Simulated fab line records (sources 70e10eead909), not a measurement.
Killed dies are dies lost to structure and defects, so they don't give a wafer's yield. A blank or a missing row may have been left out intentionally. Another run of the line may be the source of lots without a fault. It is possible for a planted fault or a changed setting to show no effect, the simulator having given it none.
Which tool was responsible? | flow nandHarc | 12 lots with 36 wafers sampled at 6 steps, on a route of 1159 steps

== WHAT EACH GAUGE READ, for each wafer ==
NHARC_A_ONON_D1_THK_MEAS_02: measures by ellipsometry.
lot  | measured     | on           | thkNm (nm)
L299 | day 7 12:02  | filmMetro-01 | 999 1001 1002
L300 | day 8 02:36  | filmMetro-02 | 991 990 992
L301 | day 8 02:36  | filmMetro-01 | 1026 1028 1025
L302 | day 8 07:17  | filmMetro-02 | 988 987 985
L304 | day 8 07:16  | filmMetro-01 | 994 993 994
L309 | day 10 05:54 | filmMetro-02 | 1292 1296 1295 1294 1294 1293
L312 | day 10 22:23 | filmMetro-02 | 1293 1290 1293 1292 1293 1291
L314 | day 11 18:43 | filmMetro-01 | 1003 1002 1001
L318 | day 12 06:01 | filmMetro-01 | 1004 1003 1004
L319 | day 12 16:34 | filmMetro-02 | 1000 1000 999
L320 | day 12 16:32 | filmMetro-01 | 1006 1005 1007
L322 | day 12 23:25 | filmMetro-02 | 1001 999 1000

NHARC_A_ONON_D1_THK_MEAS_27: measures by ellipsometry.
lot  | measured     | on           | thkNm (nm)
L299 | day 8 00:07  | filmMetro-02 | 1001 998 999
L300 | day 8 16:23  | filmMetro-02 | 1019 1022 1020
L301 | day 8 16:16  | filmMetro-02 | 1014 1013 1013
L302 | day 8 16:15  | filmMetro-01 | 1004 1003 1007
L304 | day 8 16:38  | filmMetro-02 | 993 991 993
L309 | day 10 18:48 | filmMetro-01 | 985 984 985
L312 | day 11 21:58 | filmMetro-01 | 997 998 998
L314 | day 12 05:47 | filmMetro-02 | 1007 1008 1006
L318 | day 12 17:50 | filmMetro-01 | 1001 1001 1001
L319 | day 13 03:46 | filmMetro-01 | 981 981 980
L320 | day 13 03:43 | filmMetro-02 | 1005 1006 1005
L322 | day 13 10:31 | filmMetro-02 | 994 994 995

NHARC_END_SORT_01.
lot  | measured     | on        | killedAtArray | killedAtOther | killedAtPeriphery | killedDies | killedOpen | killedShort
L299 | day 19 15:28 | prober-01 | 17 18 25      | 2 0 0         | 4 5 6             | 23 23 31   | 2 5 3      | 0 3 1
L309 | day 21 23:28 | prober-02 | 21 16 25      | 0 0 0         | 6 7 7             | 27 23 32   | 2 4 4      | 2 2 2
L312 | day 22 13:26 | prober-01 | 50 31 32      | 1 2 2         | 2 5 2             | 53 38 36   | 5 5 4      | 1 4 4
L314 | day 23 17:17 | prober-01 | 30            | 0             | 4                 | 34         | 3          | 2
L318 | day 24 03:40 | prober-02 | 38 24 41      | 0 0 0         | 2 4 0             | 40 28 41   | 4 2 3      | 5 1 2

== WHAT TOOL EACH LOT RAN ON (gives the tool, then ch and the chambers of the sampled wafers, and finally the start) ==
lot  | NHARC_P_BONDPAD_CMP_19        | NHARC_A_ZERO_WELL_ETCH_19         | NHARC_A_ONON_D1_DEP_00
L299 | cmp-01 ch 2,3, day 6 11:13    | rieDiel-06 ch 1,2,3, day 6 13:17  | pecvdOnon-02 ch 0, day 7 11:42
L300 | cmp-04 ch 1,2,3, day 7 02:11  | rieDiel-12 ch 0,1,3, day 7 04:13  | pecvdOnon-03 ch 0, day 8 02:16
L301 | cmp-04 ch 1,2,3, day 7 05:17  | rieDiel-12 ch 1,2,3, day 7 07:13  | pecvdOnon-02 ch 0, day 8 02:05
L302 | cmp-02 ch 1,2, day 7 06:05    | rieDiel-12 ch 0,2,3, day 7 08:03  | pecvdOnon-03 ch 0, day 8 06:46
L304 | cmp-02 ch 0,2,3, day 7 08:43  | rieDiel-12 ch 1,2, day 7 10:44    | pecvdOnon-02 ch 0, day 8 06:49
L309 | cmp-01 ch 0,1,2, day 9 05:27  | rieDiel-02 ch 0,2,3, day 9 07:32  | pecvdOnon-03 ch 0, day 10 05:23
L312 | cmp-04 ch 0,1, day 9 21:19    | rieDiel-06 ch 1,2, day 9 23:26    | pecvdOnon-03 ch 0, day 10 21:53
L314 | cmp-01 ch 1,2,3, day 10 12:52 | rieDiel-06 ch 1,2,3, day 10 14:49 | pecvdOnon-02 ch 0, day 11 18:13
L318 | cmp-02 ch 1,3, day 11 03:21   | rieDiel-12 ch 0,2, day 11 05:20   | pecvdOnon-04 ch 0, day 12 05:29
L319 | cmp-01 ch 1,2,3, day 11 15:16 | rieDiel-12 ch 0,2,3, day 11 17:24 | pecvdOnon-02 ch 0, day 12 16:04
L320 | cmp-01 ch 0,2,3, day 11 16:31 | rieDiel-02 ch 0,1,3, day 11 18:38 | pecvdOnon-04 ch 0, day 12 16:01
L322 | cmp-04 ch 0,1,3, day 11 22:57 | rieDiel-02 ch 0,2, day 12 01:04   | pecvdOnon-04 ch 0, day 12 22:58
- NHARC_P_BONDPAD_CMP_19: polishes, t overpolish 30 s, cu recess touch 16 s, target thk 160.81 nm.
- NHARC_A_ZERO_WELL_ETCH_19: etches the open film in N2/H2, target depth 80 nm, overetch 24 nm, time 87.88 s.
- NHARC_A_ONON_D1_DEP_00: target thk 1000 nm.

== AS READ BY THE TOOLS THEMSELVES (means over the sampled wafers that have a number; for cases with no such wafer, the mark the record gives instead) ==
NHARC_P_BONDPAD_CMP_19.
lot  | tool   | edgeZonePressureFrac | motorCurrentA (A) | overpolishRunS (s) | slurryFilterDpKPa (kPa)
L299 | cmp-01 | 1.001                | 13.9              | 30.005             | 13.48
L300 | cmp-04 | 1.001                | 11.4              | 30.001             | 13.56
L301 | cmp-04 | 1.000                | 11.6              | 30.003             | 13.60
L302 | cmp-02 | 1.005                | 12.7              | 29.996             | 13.34
L304 | cmp-02 | 0.995                | 12.4              | 30.002             | 13.39
L309 | cmp-01 | 1.001                | 11.7              | 30.000             | 13.41
L312 | cmp-04 | 0.996                | 12.0              | 29.999             | 13.56
L314 | cmp-01 | 1.002                | 12.6              | 30.000             | 13.42
L318 | cmp-02 | 1.004                | 12.5              | 30.001             | 13.47
L319 | cmp-01 | 1.004                | 12.5              | 30.000             | 13.55
L320 | cmp-01 | 0.996                | 13.0              | 29.996             | 13.77
L322 | cmp-04 | 1.000                | 11.7              | 30.008             | 13.47

NHARC_A_ZERO_WELL_ETCH_19.
lot  | tool       | drypumpMotorCurrentA (A) | oesProductAu (a.u.) | rfVppV (V) | showerheadPlenumPTorr (Torr) | throttleValvePct (%)
L299 | rieDiel-06 | 5.7                      | 1.002               | 430.0      | 2.01                         | 14.178
L300 | rieDiel-12 | 6.2                      | 0.997               | 432.3      | 2.11                         | 14.168
L301 | rieDiel-12 | 5.6                      | 0.995               | 432.6      | 2.11                         | 14.166
L302 | rieDiel-12 | 5.7                      | 0.993               | 432.1      | 2.10                         | 14.171
L304 | rieDiel-12 | 5.5                      | 0.989               | 433.3      | 2.17                         | 14.166
L309 | rieDiel-02 | 5.9                      | 1.000               | 429.6      | 1.99                         | 14.169
L312 | rieDiel-06 | 5.6                      | 1.004               | 429.5      | 2.01                         | 14.165
L314 | rieDiel-06 | 5.7                      | 1.004               | 429.9      | 2.01                         | 14.168
L318 | rieDiel-12 | 6.1                      | 1.009               | 433.3      | 2.17                         | 14.174
L319 | rieDiel-12 | 5.7                      | 1.002               | 432.4      | 2.10                         | 14.182
L320 | rieDiel-02 | 5.9                      | 1.004               | 430.7      | 2.06                         | 14.159
L322 | rieDiel-02 | 5.9                      | 1.002               | 427.5      | 1.94                         | 14.173

NHARC_A_ONON_D1_DEP_00.
lot  | tool         | sih4FlowSccm (sccm)
L299 | pecvdOnon-02 | 210.4
L300 | pecvdOnon-03 | 209.4
L301 | pecvdOnon-02 | 209.5
L302 | pecvdOnon-03 | 210.6
L304 | pecvdOnon-02 | 209.8
L309 | pecvdOnon-03 | 209.8
L312 | pecvdOnon-03 | 210.1
L314 | pecvdOnon-02 | 210.5
L318 | pecvdOnon-04 | 210.0
L319 | pecvdOnon-02 | 209.8
L320 | pecvdOnon-04 | 209.7
L322 | pecvdOnon-04 | 210.2

== THE ANSWER, worked out from the rows above alone ==
Rule: what is usual is taken from the lots themselves. The widest of any qualifying gaps counts: lots, ordered by their means at a reading, are off when they make up no more than a third of the lots, leave a main group of 4 or more, and stand apart from it by 3 or more times the standard deviation of that group's means. A main group is skipped when, at the precision printed for the reading in the tables above, its means are all equal. A lot without any number at a reading at which 4 lots or more have one is off too. Where the step has rows for the other lots, those lots are counted as sound. Order of review: gauges by route order, followed by the tools' own readings, for which a lot's mean as printed above is used. At the first step where some lot is off, the reading lying furthest off is the one used; lots without a number count as furthest.
Off at NHARC_A_ONON_D1_THK_MEAS_02 (thkNm): L309, L312. The main group: mean 1001 nm, standard deviation 10.
If a tool, at a process step before that reading, ran all the lots that are off and no sound lot after the first of them, it fits. Gauges at NHARC_A_ONON_D1_THK_MEAS_02: tried the same way as those tools. One fits: pecvdOnon-03 at NHARC_A_ONON_D1_DEP_00. Its last sound lot is L302 (day 8 06:46), its first lot that is off L309 (day 10 05:23): a fault that began between those two fits.

== WHAT THE SIMULATOR HAD INSERTED ==
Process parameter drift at NHARC_A_ONON_D1_DEP_00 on pecvdOnon-03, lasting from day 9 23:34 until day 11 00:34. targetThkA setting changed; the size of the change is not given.
Lots struck among those shown: L309, L312. The rule given above showed the same thing.
